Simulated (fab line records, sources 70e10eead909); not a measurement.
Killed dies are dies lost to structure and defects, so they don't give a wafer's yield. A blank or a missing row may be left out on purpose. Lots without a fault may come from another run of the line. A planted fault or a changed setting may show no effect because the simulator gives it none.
Chamber matching | flow nand_harc | NHARC_THIN_TSV_ETCH_44 on rie_diel-05: 4 sister chambers
The step etches the open film in CF4/O2, target depth 1594.2 nm, time 797.1 s. 16 wafers are shown with their chamber, then 8 later ones without.

WAFERS WITH THEIR CHAMBER
wafer  | chamber | drypump_motor_current_A (A) | rf_vpp_V (V) | throttle_valve_pct (%)
L077.4 | 3       | 6.4                         | 802          | 16.911
L077.5 | 1       | 6.0                         | 794          | 16.902
L077.6 | 0       | 6.1                         | 794          | 16.896
L075.2 | 3       | 6.5                         | 802          | 16.906
L075.5 | 2       | 5.5                         | 792          | 16.905
L075.6 | 3       | 6.5                         | 801          | 16.922
L081.2 | 1       | 6.0                         | 794          | 16.913
L081.5 | 1       | 6.0                         | 795          | 16.905
L081.6 | 2       | 5.4                         | 790          | 16.909
L082.1 | 0       | 6.1                         | 793          | 16.903
L082.2 | 1       | 6.0                         | 796          | 16.917
L082.4 | 2       | 5.5                         | 792          | 16.921
L085.1 | 1       | 6.0                         | 794          | 16.904
L085.3 | 0       | 6.1                         | 794          | 16.906
L085.4 | 3       | 6.5                         | 802          | 16.921
L091.1 | 3       | 6.5                         | 801          | 16.915

SIGNATURES (means of the wafers above)
reading                 | chamber 0 | chamber 1 | chamber 2 | chamber 3 | scatter within a chamber
drypump_motor_current_A | 6.100     | 6.000     | 5.467     | 6.480     | 0.035
rf_vpp_V                | 793.67    | 794.60    | 791.33    | 801.60    | 0.803
throttle_valve_pct      | 16.90167  | 16.90820  | 16.91167  | 16.91500  | 0.00671
Rule: a wafer's distance from a chamber is the root of the sum, over the readings, of the square of ((its reading less the chamber's mean) divided by the reading's scatter). The wafer belongs to the nearest chamber; if the next one is less than 2 further off, it can't be placed. The scatter: the root of (the sum of the squares of (reading less its chamber's mean) over the shown wafers, divided by (wafers less chambers)).

WAFERS WITHOUT THEIR CHAMBER
wafer  | drypump_motor_current_A (A) | rf_vpp_V (V) | throttle_valve_pct (%)
L091.2 | 5.5                         | 791          | 16.907
L091.3 | 6.0                         | 795          | 16.923
L097.2 | 6.4                         | 801          | 16.917
L097.5 | 5.5                         | 792          | 16.909
L097.6 | 6.0                         | 794          | 16.914
L096.1 | 6.0                         | 794          | 16.913
L096.2 | 6.5                         | 802          | 16.900
L096.6 | 6.5                         | 802          | 16.924

WHICH CHAMBER EACH WENT THROUGH
wafer  | from the rows above | in truth
L091.2 | 2                   | 2
L091.3 | 1                   | 1
L097.2 | 3                   | 3
L097.5 | 2                   | 2
L097.6 | 1                   | 1
L096.1 | 1                   | 1
L096.2 | 3                   | 3
L096.6 | 3                   | 3
Placed correctly: 8 of 8. Can't be placed from these rows: 0. Placed wrongly: 0.
